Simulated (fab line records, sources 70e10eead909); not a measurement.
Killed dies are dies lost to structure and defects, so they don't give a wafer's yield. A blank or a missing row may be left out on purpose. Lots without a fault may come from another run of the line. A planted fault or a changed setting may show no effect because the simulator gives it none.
A struck lot beside a sound one | flow nand_harc | 15 steps out of a route of 1159
Sound: wafers L370.3, L370.4, L370.6. Struck: wafers L376.1, L376.2. (L376.5 of the same lot was not struck and is left out.) The cause comes at the end.
At each step with rows: each side's tool, then ch and its chambers, then its first start. Under that, the readings that differ: sound wafers | struck wafers | difference of the means | sigmas: that difference in standard deviations of wafers without a fault.
alike: readings whose means differ by less than 2 such deviations, and words and numbers that are the same on both sides. not compared: withheld readings, readings that some wafer has no value for, bounds like >300 that may hide the same value, and numbers for which the record gives no deviation and whose values overlap.
The two part at a step that has a row with sigmas, a row that says differs or no value, or rows on one side only. Numbers that don't overlap but have no deviation are shown without sigmas and don't part them. A reading that every wafer of one side lacks parts them only if that side has two wafers or more.

first, 8 steps without rows for these wafers: NHARC_A_BONDPAD_HMDS_02 (time 30 s); NHARC_A_BONDPAD_COAT_33 (time 65 s); NHARC_A_BONDPAD_COAT_03 (resist thk 600 nm); NHARC_A_BONDPAD_SOFTBAKE_04 (time 70 s); NHARC_A_BONDPAD_EBR_05; NHARC_A_BONDPAD_EXPOSE_06 (exposes mask A BPAD); NHARC_A_BONDPAD_PEB_07 (peb time 80 s); NHARC_A_BONDPAD_DEVELOP_08 (time 50 s).
NHARC_A_BONDPAD_CD_MEAS_09: target cd 500 nm.
  sound on cd_sem-03 ch 0, day 18 11:07; struck on cd_sem-03 ch 0, day 20 00:25
  alike: cd_nm
NHARC_A_BONDPAD_OVL_MEAS_35:
  sound on overlay-01, day 18 11:12; struck on overlay-02, day 20 00:29
  reading           | sound | struck  | difference | sigmas
  overlay_x_nm (nm) | 7 7 7 | -11 -11 | -18        | -3
  alike: overlay_y_nm
then, 1 step without rows for these wafers: NHARC_A_BONDPAD_HARDBAKE_10 (time 65 s).
NHARC_A_BONDPAD_DESCUM_11: chemistry O2, time 3 s.
  sound on rie_diel-07 ch 2,3, day 18 11:19; struck on rie_diel-07 ch 0,3, day 20 00:38
  alike: drypump_motor_current_A, o2_flow_sccm, oes_product_au, rf_vpp_V, showerhead_plenum_p_Torr, throttle_valve_pct
  not compared: rf_hours_counter_h
NHARC_A_BONDPAD_ETCH_34: etches the open film in N2/H2, target depth 60 nm, overetch 18 nm, time 65.91 s.
  sound on rie_diel-07 ch 0,2, day 18 11:25; struck on rie_diel-07 ch 0,3, day 20 00:43
  reading               | sound             | struck      | difference | sigmas
  oes_product_au (a.u.) | 1.008 0.997 0.995 | 0.863 0.867 | -0.135     | -19
  alike: bias_w, drypump_motor_current_A, rf_vpp_V, showerhead_plenum_p_Torr, throttle_valve_pct
  not compared: rf_hours_counter_h
NHARC_A_BONDPAD_ETCH_12: etches the open film in CHF3/O2, target depth 220 nm, time 110 s.
  sound on rie_diel-07 ch 1,3; struck on rie_diel-07 ch 0,3
  alike: bias_w, drypump_motor_current_A, o2_flow_sccm, oes_product_au, rf_vpp_V, showerhead_plenum_p_Torr, throttle_valve_pct
  not compared: rf_hours_counter_h
NHARC_END_SORT_01:
  the record has rows for the sound wafers here (prober-01 ch 0, day 20 23:00) and none for the struck ones

WHERE THEY PART
First at NHARC_A_BONDPAD_OVL_MEAS_35; last, within this record, at NHARC_END_SORT_01.

WHY: what the simulator had put in
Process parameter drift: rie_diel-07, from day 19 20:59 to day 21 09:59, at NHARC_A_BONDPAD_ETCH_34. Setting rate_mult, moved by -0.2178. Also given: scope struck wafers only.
